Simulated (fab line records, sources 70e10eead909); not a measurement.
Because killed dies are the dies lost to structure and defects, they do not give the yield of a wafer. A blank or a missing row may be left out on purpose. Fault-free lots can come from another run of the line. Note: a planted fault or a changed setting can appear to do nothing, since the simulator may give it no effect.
Matching of chambers    flow nand-harc    rie-diel-11 running NHARC_P_M0_STRIP_18: 4 sister chambers
The step strips in N2/H2. 22 wafers are shown with their chamber, then 11 later ones without.

== EACH WAFER AND ITS CHAMBER ==
wafer   chamber  showerhead-plenum-p-Torr (Torr)  drypump-motor-current-A (A)  rf-vpp-V (V)
L075.2  2        2.10                             5.5                          91.2
L075.3  0        2.15                             5.2                          90.4
L075.6  3        1.94                             6.5                          89.6
L077.1  2        2.09                             5.4                          91.8
L077.2  0        2.14                             5.2                          91.7
L077.5  2        2.09                             5.5                          91.8
L078.3  2        2.09                             5.4                          90.8
L078.4  0        2.14                             5.2                          90.5
L078.6  3        1.93                             6.6                          88.5
L079.1  0        2.14                             5.2                          92.2
L079.3  2        2.09                             5.5                          90.5
L079.4  1        2.08                             5.5                          89.6
L083.2  1        2.08                             5.5                          91.1
L083.3  0        2.14                             5.2                          91.7
L083.4  3        1.93                             6.6                          90.6
L085.1  1        2.08                             5.5                          91.2
L085.4  0        2.14                             5.2                          91.0
L085.6  2        2.09                             5.4                          90.6
L090.2  2        2.09                             5.5                          89.9
L090.5  2        2.09                             5.4                          91.4
L090.6  3        1.93                             6.6                          89.5
L091.2  1        2.08                             5.5                          90.9

SIGNATURES (means of the wafers above)
reading                   chamber 0  chamber 1  chamber 2  chamber 3  scatter within a chamber
showerhead-plenum-p-Torr  2.1417     2.0800     2.0913     1.9325     0.0037
drypump-motor-current-A   5.200      5.500      5.450      6.575      0.0391
rf-vpp-V                  91.250     90.700     91.000     89.550     0.733
Rule: a wafer's distance from a chamber is the root of the sum, over the readings, of the square of ((its reading less the chamber's mean) divided by the reading's scatter). The wafer belongs to the nearest chamber; if the next one is less than 2 further off, it can't be placed. The scatter: take each reading less its chamber's mean, square it, sum over the shown wafers, divide by the number of wafers less the number of chambers, and take the root.

== WAFERS WITH NO CHAMBER GIVEN ==
wafer   showerhead-plenum-p-Torr (Torr)  drypump-motor-current-A (A)  rf-vpp-V (V)
L091.5  2.14                             5.2                          91.6
L091.6  2.08                             5.5                          90.9
L092.2  2.08                             5.5                          90.8
L092.4  2.14                             5.2                          91.5
L092.5  2.09                             5.5                          90.5
L095.4  2.09                             5.5                          90.7
L095.5  2.14                             5.2                          92.4
L095.6  2.07                             5.5                          90.6
L096.1  1.93                             6.6                          89.1
L096.2  2.13                             5.2                          91.1
L096.4  2.07                             5.4                          91.8

== CHAMBER TAKEN BY EACH ==
wafer   from the rows above      in truth
L091.5  0                        0
L091.6  1                        1
L092.2  1                        1
L092.4  0                        0
L092.5  can't be placed: 2 or 1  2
L095.4  can't be placed: 2 or 1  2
L095.5  0                        0
L095.6  1                        1
L096.1  3                        3
L096.2  0                        0
L096.4  can't be placed: 1 or 2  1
8 of 11 placed correctly. Not placeable from these rows: 3 (in 3, the candidates include the true chamber). Wrongly placed: 0.
